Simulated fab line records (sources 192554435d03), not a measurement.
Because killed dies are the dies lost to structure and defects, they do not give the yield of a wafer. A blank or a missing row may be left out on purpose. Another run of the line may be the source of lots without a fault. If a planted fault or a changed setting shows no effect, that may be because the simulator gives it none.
fab line records ; flow n5Finfet
record: lots: 10; wafers: 28; lastDay: 17
route steps=1938 shown DUMMY_GATE@249 SD_EPI_N@287 SD_EPI_P@307 BEOL_M4@1111
lots that met no fault: taken from a fault-free run of the same line
startH: hours from the record's opening day to when the first of the lot's shown wafers began ; waitH: hours elapsed since this lot's preceding step ; " unchanged from the row above ; L1.1+2: a row that stands for several wafers ; - value missing, or start not given ; * or withheld: withheld ; < > ~ a bound
route shown NAME@n: NAME is a module with steps in the file, n the number in the route of the first one ; usual: mean/standard deviation taken from wafers without a fault ; same: alike in all rows ; chamber/n: place in a boat ; sites: the reading at each site ; _std_site: how widely they spread, as a standard deviation ; _edge_site: inner sites' mean taken away from outer sites' mean ; radiusMm: for every site, how far away it sits from the centre of the wafer ; mask NAME#n: copy n ; behind: the most recent tool/chamber to have shaped the wafer ; hold: what put the lot on hold/how long, in hours/how the hold closed ; device: which transistor (n, p or np) failed to switch ; end of line: the route-end tests of the same wafers ; a step given without rows: its recipe and nothing more ; killed: the dies lost at the first sort to structure and to defects; this is not the yield of the wafer ; map: a wafer's dies, marking killed ones x, the rest . and places with no die _
set.NAME: the run value of the setting; set.NAME@STEP: its run value at that earlier step ; model.NAME: the simulator's own value behind a step, which no gauge read
one table for each step of the route and one row for each wafer, over a sample of lots
services: the hour from which a tool's chamber was out of use, counted from the record's first day as startH (under 0 if before that day), plus the number of hours and why
== steps ==
step: N5_DUMMY_GATE_CD_MEAS_24
recipe: targetCdNm: 15
usual: cdNm: 15.0/0.43
lot.wafer;tool;chamber;startH;waitH;cdNm
L843.2;cdSem-03;-;67.31;0.1;15.2
L843.5;cdSem-03;-;67.31;0.1;14.6
L843.6;cdSem-03;-;67.31;0.1;15.4
L844.1;cdSem-01;-;74.04;0.1;15.0
L844.3;cdSem-01;-;74.04;0.1;15.3
L844.5;cdSem-01;-;74.04;0.1;15.0
L847.1;cdSem-01;-;93.05;0.1;15.5
L847.3;cdSem-01;-;93.05;0.1;15.5
L847.5;cdSem-01;-;93.05;0.1;15.1
L848.2;cdSem-01;-;98.73;0.1;14.4
L848.4;cdSem-01;-;98.73;0.1;15.6
L848.6;cdSem-01;-;98.73;0.1;14.3
L849.1;cdSem-01;-;102.23;0.1;14.5
L849.5;cdSem-01;-;102.23;0.1;15.3
L849.6;cdSem-01;-;102.23;0.1;15.2
L850.3;cdSem-01;-;108.61;0.1;15.4
L850.4;cdSem-01;-;108.61;0.1;15.4
L850.5;cdSem-01;-;108.61;0.1;15.1
L851.1;cdSem-01;-;113.05;0.1;14.4
L851.4;cdSem-01;-;113.05;0.1;15.7
L851.5;cdSem-01;-;113.05;0.1;14.9
L857.1;cdSem-02;-;153.19;0.1;14.3
L857.3;cdSem-02;-;153.19;0.1;14.7
L861.1;cdSem-02;-;174.08;0.1;14.7
L861.3;cdSem-02;-;174.08;0.1;15.6
L862.2;cdSem-02;-;178.10;0.1;14.8
L862.3;cdSem-02;-;178.10;0.1;15.1
L862.4;cdSem-02;-;178.10;0.1;14.7
step: N5_SD_EPI_N_VAPOR_ETCH_50
recipe: chemistry: HCl; target: Si; tempC: 775; timeS: 54; pressureTorr: 20; mode: isotropic
usual: throttleValvePct: 11.8/0.35
lot.wafer;tool;chamber;startH;waitH;throttleValvePct
L843.2;epiRpcvd-04;0;71.73;0.4;12.2
L843.5;epiRpcvd-04;0;71.73;0.4;12.4
L843.6;epiRpcvd-04;0;71.73;0.4;12.1
L844.1;epiRpcvd-02;0;77.48;0.3;11.9
L844.3;epiRpcvd-02;0;77.48;0.3;11.8
L844.5;epiRpcvd-02;0;77.48;0.3;11.6
L847.1;epiRpcvd-04;0;96.47;0.5;12.0
L847.3;epiRpcvd-04;0;96.47;0.5;12.6
L847.5;epiRpcvd-04;0;96.47;0.5;12.0
L848.2;epiRpcvd-02;0;102.27;0.3;11.6
L848.4;epiRpcvd-02;0;102.27;0.3;11.8
L848.6;epiRpcvd-02;0;102.27;0.3;11.8
L849.1;epiRpcvd-03;0;105.38;0.3;11.3
L849.5;epiRpcvd-03;0;105.38;0.3;11.5
L849.6;epiRpcvd-03;0;105.38;0.3;11.3
L850.3;epiRpcvd-04;0;111.54;0.2;12.5
L850.4;epiRpcvd-04;0;111.54;0.2;12.3
L850.5;epiRpcvd-04;0;111.54;0.2;12.4
L851.1;epiRpcvd-03;0;115.88;0.3;11.4
L851.4;epiRpcvd-03;0;115.88;0.3;11.8
L851.5;epiRpcvd-03;0;115.88;0.3;11.6
L857.1;epiRpcvd-04;0;156.07;0.3;12.2
L857.3;epiRpcvd-04;0;156.07;0.3;12.3
L861.1;epiRpcvd-04;0;177.33;0.3;12.0
L861.3;epiRpcvd-04;0;177.33;0.3;12.3
L862.2;epiRpcvd-02;0;182.79;0.6;11.5
L862.3;epiRpcvd-02;0;182.79;0.6;11.8
L862.4;epiRpcvd-02;0;182.79;0.6;11.6
step: N5_SD_EPI_P_ETCH_36
recipe: chemistry: CF4; target: SiARC; targetDepthA: 455; maskMaterial: CAR-ArF-block; timeS: 75.8; ionEnergyEv: 80; pressureMtorr: 40; sourceW: 545; biasW: 36; Ar_flow_sccm: 100; cf4FlowSccm: 100; ends: cleared
usual: drypumpMotorCurrentA: 5.9/0.5; etchRfOnTimeS: 76.2/1.6; oesProductAu: 0.68/0.075; rfVppV: 183.8/1.1; showerheadPlenumPTorr: 2.13/0.066; throttleValvePct: 15.56/0.19
lot.wafer;tool;chamber;startH;waitH;drypumpMotorCurrentA;etchRfOnTimeS;oesProductAu;rfHoursCounterH;rfVppV;showerheadPlenumPTorr;throttleValvePct
L843.2;rieDiel-05;3;75.61;0.0;6.3;77.3;0.71;63;184.0;2.08;15.41
L843.5;rieDiel-05;2;75.61;0.0;6.5;75.2;0.85;-;183.3;2.12;15.47
L843.6;rieDiel-05;3;75.61;0.0;6.3;77.3;0.72;-;182.2;2.08;15.41
L844.1;rieDiel-02;2;80.46;0.0;6.7;77.6;0.75;39;186.0;2.18;15.80
L844.3;rieDiel-02;0;80.46;0.0;5.0;72.6;0.62;221;182.1;2.03;15.69
L844.5;rieDiel-02;3;80.46;0.0;6.5;79.1;0.67;-;184.4;2.15;15.64
L847.1;rieDiel-05;3;101.00;0.0;6.3;78.5;0.70;70;182.8;2.08;15.43
L847.3;rieDiel-05;0;101.00;0.0;5.5;74.7;0.62;187;186.7;2.21;15.55
L847.5;rieDiel-05;2;101.00;0.0;6.5;75.7;0.83;-;182.2;2.12;15.50
L848.2;rieDiel-04;3;105.23;0.0;5.5;75.8;0.59;239;181.6;2.03;15.58
L848.4;rieDiel-04;2;105.23;0.0;5.7;75.1;0.61;212;184.3;2.21;15.63
L848.6;rieDiel-04;0;105.23;0.0;5.4;76.2;0.58;-;183.1;2.20;16.05
L849.1;rieDiel-02;1;108.36;0.0;6.2;78.7;0.59;234;184.0;2.12;15.94
L849.5;rieDiel-02;1;108.36;0.0;6.2;79.1;0.59;-;184.8;2.12;15.94
L849.6;rieDiel-02;2;108.36;0.0;6.7;77.9;0.73;-;184.4;2.18;15.82
L850.3;rieDiel-05;3;114.71;0.0;6.3;77.8;0.70;75;181.5;2.07;15.44
L850.4;rieDiel-05;2;114.71;0.0;6.5;75.9;0.81;13;183.6;2.12;15.52
L850.5;rieDiel-05;3;114.71;0.0;6.3;77.4;0.70;-;183.7;2.07;15.44
L851.1;rieDiel-05;0;118.95;0.0;5.4;75.3;0.62;193;183.5;2.21;15.55
L851.4;rieDiel-05;1;118.95;0.0;5.6;75.6;0.67;119;182.4;2.08;15.47
L851.5;rieDiel-05;2;118.95;0.0;6.5;76.4;0.80;-;183.2;2.12;15.52
L857.1;rieDiel-05;1;159.36;0.0;5.6;55.1;0.80;132;183.3;2.07;15.51
L857.3;rieDiel-05;2;159.36;0.0;6.5;55.5;0.94;28;183.4;2.11;15.54
L861.1;rieDiel-05;0;180.53;0.0;5.5;55.2;0.73;208;184.6;2.20;15.59
L861.3;rieDiel-05;1;180.53;0.0;5.6;55.4;0.79;137;182.0;2.07;15.50
L862.2;rieDiel-04;3;188.50;0.0;5.5;75.2;0.80;12;185.2;2.28;15.15
L862.3;rieDiel-04;2;188.50;0.0;5.7;74.0;0.60;240;184.1;2.20;15.68
L862.4;rieDiel-04;1;188.50;0.0;5.4;76.3;0.58;-;183.8;2.20;15.63
step: N5_SD_EPI_P_STRIP_40
recipe: chemistry: N2/H2; powerW: 1000; tempC: 250; h2Frac: 0.65; overashFraction: 0.3; pressureMtorr: withheld; n2FlowSccm: 1750; h2FlowSccm: 3250
usual: drypumpMotorCurrentA: 5.9/0.4; heaterPowerW: 326/23; oesProductAu: 0.762/0.011
lot.wafer;tool;chamber;startH;waitH;drypumpMotorCurrentA;heaterPowerW;oesProductAu;rfHoursCounterH
L843.2;plasmaAsher-01;1;76.41;0.0;6.1;343;0.771;37
L843.5;plasmaAsher-01;1;76.41;0.0;6.1;330;0.775;-
L843.6;plasmaAsher-01;0;76.41;0.0;6.2;299;0.780;-
L844.1;plasmaAsher-02;0;81.28;0.0;5.3;314;0.762;93
L844.3;plasmaAsher-02;0;81.28;0.0;5.3;303;0.745;-
L844.5;plasmaAsher-02;0;81.28;0.0;5.3;304;0.773;-
L847.1;plasmaAsher-01;0;101.79;0.0;6.2;305;0.736;41
L847.3;plasmaAsher-01;0;101.79;0.0;6.3;304;0.760;-
L847.5;plasmaAsher-01;0;101.79;0.0;6.2;298;0.767;-
L848.2;plasmaAsher-01;1;106.03;0.0;6.1;336;0.789;42
L848.4;plasmaAsher-01;0;106.03;0.0;6.2;302;0.752;-
L848.6;plasmaAsher-01;0;106.03;0.0;6.2;307;0.773;-
L849.1;plasmaAsher-01;0;109.16;0.0;6.2;305;0.742;43
L849.5;plasmaAsher-01;0;109.16;0.0;6.2;296;0.776;-
L849.6;plasmaAsher-01;1;109.16;0.0;6.1;343;0.760;-
L850.3;plasmaAsher-01;1;115.53;0.0;6.1;335;0.761;-
L850.4;plasmaAsher-01;0;115.53;0.0;6.2;301;0.763;-
L850.5;plasmaAsher-01;0;115.53;0.0;6.2;300;0.760;-
L851.1;plasmaAsher-02;0;119.74;0.0;5.2;309;0.753;101
L851.4;plasmaAsher-02;1;119.74;0.0;5.4;357;0.770;-
L851.5;plasmaAsher-02;0;119.74;0.0;5.3;308;0.762;-
L857.1;plasmaAsher-01;0;160.15;0.0;6.2;311;0.768;51
L857.3;plasmaAsher-01;1;160.15;0.0;6.1;340;0.766;-
L861.1;plasmaAsher-01;0;181.33;0.0;6.2;307;0.744;56
L861.3;plasmaAsher-01;1;181.33;0.0;6.1;339;0.753;-
L862.2;plasmaAsher-01;1;189.30;0.0;6.1;332;0.763;58
L862.3;plasmaAsher-01;1;189.30;0.0;6.1;345;0.753;-
L862.4;plasmaAsher-01;0;189.30;0.0;6.2;308;0.752;-
step: N5_BEOL_M4_RC_MEAS_101
usual: DIBL_N: 36.0/1.7; DIBL_P: 36.0/2; IOFF_N: 0.156/0.028; IOFF_P: 0.21/0.04; ION_N: 673/12; ION_P: 463/8.3; SS_N: 71.4/0.6; SS_P: 73.3/0.66; VT_N: 250/3; VT_P: -250/3.8
lot.wafer;tool;chamber;startH;waitH;DIBL_N[mV/V];DIBL_P[mV/V];IOFF_N[nA/um];IOFF_P[nA/um];ION_N[uA/um];ION_P[uA/um];SS_N[mV/dec];SS_P[mV/dec];VT_N[mV];VT_P[mV]
L843.2;prober-02;0;179.55;0.5;36.9;36.3;0.167;0.18;677;461;71.3;73.6;250;-254
L843.5;prober-02;0;179.55;0.5;36.9;35.9;0.153;0.18;660;448;71.9;73.7;255;-255
L843.6;prober-02;0;179.55;0.5;34.7;34.3;0.123;0.16;672;457;70.7;72.6;254;-254
L844.1;prober-01;0;181.50;0.0;36.4;39.0;0.167;0.26;684;469;72.0;73.6;249;-245
L844.3;prober-01;0;181.50;0.0;35.6;36.4;0.153;0.22;667;466;71.8;72.4;253;-247
L844.5;prober-01;0;181.50;0.0;35.0;36.8;0.141;0.21;660;462;70.9;73.0;251;-249
L848.2;prober-02;0;208.03;0.2;36.1;35.1;0.155;0.20;669;462;71.7;73.6;252;-251
L848.4;prober-02;0;208.03;0.2;36.3;35.6;0.168;0.22;681;465;70.9;73.2;248;-247
L848.6;prober-02;0;208.03;0.2;36.6;35.9;0.159;0.22;673;461;71.8;74.5;251;-250
L847.1;prober-01;0;209.48;0.1;36.7;35.6;0.160;0.20;682;462;72.3;72.7;249;-252
L847.3;prober-01;0;209.48;0.1;38.2;37.2;0.192;0.23;669;458;71.8;73.3;245;-249
L847.5;prober-01;0;209.48;0.1;37.4;36.1;0.167;0.21;680;463;71.4;73.8;247;-249
L849.1;prober-02;0;216.26;0.0;37.0;36.3;0.172;0.20;684;466;72.0;73.8;248;-253
L849.5;prober-02;0;216.26;0.0;36.4;35.2;0.160;0.18;684;468;71.0;73.5;248;-253
L849.6;prober-02;0;216.26;0.0;36.6;36.0;0.163;0.19;682;461;71.5;73.7;251;-253
L850.3;prober-02;0;227.16;0.3;32.3;32.4;0.112;0.19;658;462;70.2;72.7;254;-249
L850.4;prober-02;0;227.16;0.3;34.6;35.4;0.156;0.23;682;467;71.0;73.5;250;-247
L850.5;prober-02;0;227.16;0.3;34.7;35.3;0.142;0.22;660;459;71.6;73.2;252;-247
L851.1;prober-01;0;236.13;0.0;39.2;38.8;0.220;0.28;699;477;72.1;74.7;243;-247
L851.4;prober-01;0;236.13;0.0;32.8;30.8;0.107;0.16;658;465;70.5;72.3;254;-252
L851.5;prober-01;0;236.13;0.0;35.6;34.7;0.146;0.21;670;463;71.4;73.2;252;-252
L857.1;prober-02;0;274.15;0.0;38.8;38.5;0.179;0.24;675;463;71.9;73.6;249;-250
L857.3;prober-02;0;274.15;0.0;37.1;36.2;0.156;0.22;687;470;71.3;72.2;248;-248
L861.1;prober-02;0;296.62;0.0;34.3;34.3;0.137;0.20;671;463;71.6;73.4;252;-247
L861.3;prober-02;0;296.62;0.0;34.2;33.8;0.136;0.19;672;468;70.3;72.6;250;-249
L862.2;prober-01;0;298.67;0.2;35.1;35.2;0.132;0.16;676;463;70.9;72.4;251;-254
L862.3;prober-01;0;298.67;0.2;36.1;36.0;0.156;0.18;674;461;71.5;73.2;250;-256
L862.4;prober-01;0;298.67;0.2;35.9;36.8;0.150;0.19;680;462;71.0;72.9;251;-253
== services ==
tool;chamber;startH;hours;kind
plasmaAsher-02;-;53.86;1.6;repair
rieDiel-05;1;55.66;1.7;repair
plasmaAsher-01;-;66.64;4.5;repair
rieDiel-05;-;77.98;2.8;pm
rieDiel-02;2;84.27;3.8;repair
plasmaAsher-01;-;119.53;9.3;repair
rieDiel-04;3;136.00;-;clean
rieDiel-04;3;136.00;-;consumableReplace:focusRing
rieDiel-04;3;136.00;-;consumableReplace:showerhead
rieDiel-04;3;136.00;14.5;scheduledDown
rieDiel-04;3;136.00;14.5;ventCycle
rieDiel-04;1;142.41;4.1;repair
rieDiel-05;0;149.93;9.9;repair
rieDiel-02;1;158.69;-;clean
rieDiel-02;1;158.69;-;consumableReplace:focusRing
rieDiel-02;1;158.69;32.3;scheduledDown
rieDiel-02;1;158.69;32.3;ventCycle
rieDiel-04;0;184.42;-;clean
rieDiel-04;0;184.42;-;consumableReplace:esc
rieDiel-04;0;184.42;-;consumableReplace:focusRing
rieDiel-04;0;184.42;36.4;scheduledDown
rieDiel-04;0;184.42;36.4;ventCycle
== key ==
firstSign: step: N5_SD_EPI_P_ETCH_36; reading: etchRfOnTimeS; direction: down; sigmas: 13; usual: *; struck: *
effect: step: N5_SD_EPI_P_ETCH_36; reading: oesProductAu; direction: up; sigmas: 1.8; usual: 0.68; struck: 0.82; wafersMoved: 1
metAt N5_SD_EPI_P_ETCH_36
struckLots L857,L861
struckWafers L857.1,L857.3,L861.1,L861.3
notActingAt N5_DUMMY_GATE_CD_MEAS_24,N5_SD_EPI_N_VAPOR_ETCH_50,N5_SD_EPI_P_STRIP_40
onsetBetween 118.95 159.36
fault: kind: processParameterDrift; tool: rieDiel-05; chamber: -; onsetH: 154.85; steps: N5_SD_EPI_P_ETCH_36; channel: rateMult; offset: 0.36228; shape: step; endH: 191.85; scope: struckWafersOnly
